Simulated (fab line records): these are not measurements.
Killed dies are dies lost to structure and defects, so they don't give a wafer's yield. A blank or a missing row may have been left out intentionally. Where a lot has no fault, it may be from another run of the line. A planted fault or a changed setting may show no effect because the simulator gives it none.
A struck lot beside a sound one    flow n5Finfet    34 out of 1938 route steps
Sound: wafers L324.3, L324.4, L324.6. The struck wafers were L318.1, L318.3, L318.5. Last of all comes the cause.
Per side, at each step with rows, come the tool, then ch with its chambers, and then its first start. Under that, the readings that differ: sound wafers    struck wafers    difference of the means    sigmas: that difference in standard deviations of wafers without a fault.
alike: readings whose means differ by less than 2 such deviations, and words and numbers that are the same on both sides. not compared: withheld readings, readings that some wafer has no value for, bounds like >300 that may hide the same value, and numbers for which the record gives no deviation and whose values overlap.
Wherever a step has rows on one side only, a row that says differs or no value, or a row with sigmas, the two part there. Numbers that have no deviation but don't overlap get no sigmas and don't part them. Lack of a reading on every wafer of one side parts them only where that side has two or more wafers.

first, 12 steps without rows for these wafers: N5_BEOL_M0_ALD_136 (deposits TaN, pulse time 2 s, purge time 3 s, co reactant purge time 2 s); N5_BEOL_M0_SURFACE_TREAT_137; N5_BEOL_M0_CVD_115 (deposits Co from CCTBA/H2, time 120 s); N5_BEOL_M0_SPUTTER_116 (material Cu, target thk 4 nm, time 7.37 s); N5_BEOL_M0_ANNEAL_117 (time 60 s); N5_BEOL_M0_SPUTTER_132 (material Cu, target thk 4 nm, time 7.37 s); N5_BEOL_M0_ANNEAL_133 (time 60 s); N5_BEOL_M0_SPUTTER_134 (material Cu, target thk 4 nm, time 7.37 s); N5_BEOL_M0_ANNEAL_135 (time 60 s); N5_BEOL_M0_SPUTTER_141 (material Cu, target thk 4 nm, time 7.37 s); N5_BEOL_M0_ECD_118 (material Cu, target thk 300 nm); N5_BEOL_M0_ANNEAL_119 (time 90 s).
N5_BEOL_M0_CMP_120: polishes, stops on SiOC, t overpolish 6.9 s.
  sound on cmp-04 ch 1,2,3, day 10 10:42; struck on cmp-03 ch 1,2,3, day 9 06:30
  alike: barrierFieldEndpointS, motorCurrentA, overpolishRunS, slurryFilterDpKPa, timeToEndpointS
  not compared: padLifeWafers
then, 4 steps without rows for these wafers: N5_BEOL_M0_PRE_CLEAN_131 (time 15 s); N5_BEOL_M0_CO_CAP_123 (material Co, precursor CCTBA/H2, target thk 2 nm, time 102.1 s); N5_BEOL_M0_PRE_CLEAN_124 (time 15 s); N5_BEOL_M0_DEP_125 (deposits SiCN from 3MS/NH3, target thk 8 nm, time 14 s).
N5_BEOL_M0_INSPECT_127: inspects for defects (darkfield).
  sound on defectInspect-01 at day 10 11:13; struck on defectInspect-02 at day 9 07:02
reading         sound     struck       difference  sigmas
rawDefectCount  38 72 43  413 447 439  +382        +17
then, 12 steps without rows for these wafers: N5_BEOL_M1_ILD_DEP_00 (deposits SiOC from DEMS/O2, target thk 79 nm, time 15.3 s); N5_BEOL_M1_PECVD_72 (deposits SiO2 from TEOS/O2, target thk 16 nm, time 18 s); N5_BEOL_M1_HM_DEP_02 (deposits TiN, target thk 20 nm); N5_BEOL_M1_COAT_61 (time 60 s, resist thk 60 nm); N5_BEOL_M1_COAT_62 (time 60 s, resist thk 12 nm); N5_BEOL_M1_COAT_73 (time 60 s, resist thk 5 nm); N5_BEOL_M1_COAT_05 (resist thk 30 nm); N5_BEOL_M1_EBR_07; N5_BEOL_M1_SOFTBAKE_06 (time 60 s); N5_BEOL_M1_EXPOSE_08 (exposes mask M1); N5_BEOL_M1_PEB_09 (peb time 60 s); N5_BEOL_M1_DEVELOP_10 (develop time 30 s).
N5_BEOL_M1_INSPECT_13: inspects for defects (brightfield).
  sound on defectInspect-01 at day 10 12:19; struck on defectInspect-02 at day 9 07:50
reading         sound        struck        difference  sigmas
rawDefectCount  326 331 377  738 1013 975  +564        +7
then, 1 step without rows for these wafers: N5_BEOL_M1_DESCUM_16 (chemistry O2, time 7 s).
N5_BEOL_M4_RC_MEAS_101:
  sound on prober-02 ch 0, day 12 06:36; struck on prober-02 ch 0, day 10 15:01
  alike: DIBL_N, DIBL_P, IOFF_N, IOFF_P, ION_N, ION_P, SS_N, SS_P, VT_N, VT_P
N5_PASSIVATION_PROBE_49:
  rows exist in the record for the sound wafers here (prober-02, day 16 14:45), none for the struck ones

WHERE THEY PART
First at N5_BEOL_M0_INSPECT_127; last, within this record, at N5_PASSIVATION_PROBE_49.

WHY: the cause the simulator had injected
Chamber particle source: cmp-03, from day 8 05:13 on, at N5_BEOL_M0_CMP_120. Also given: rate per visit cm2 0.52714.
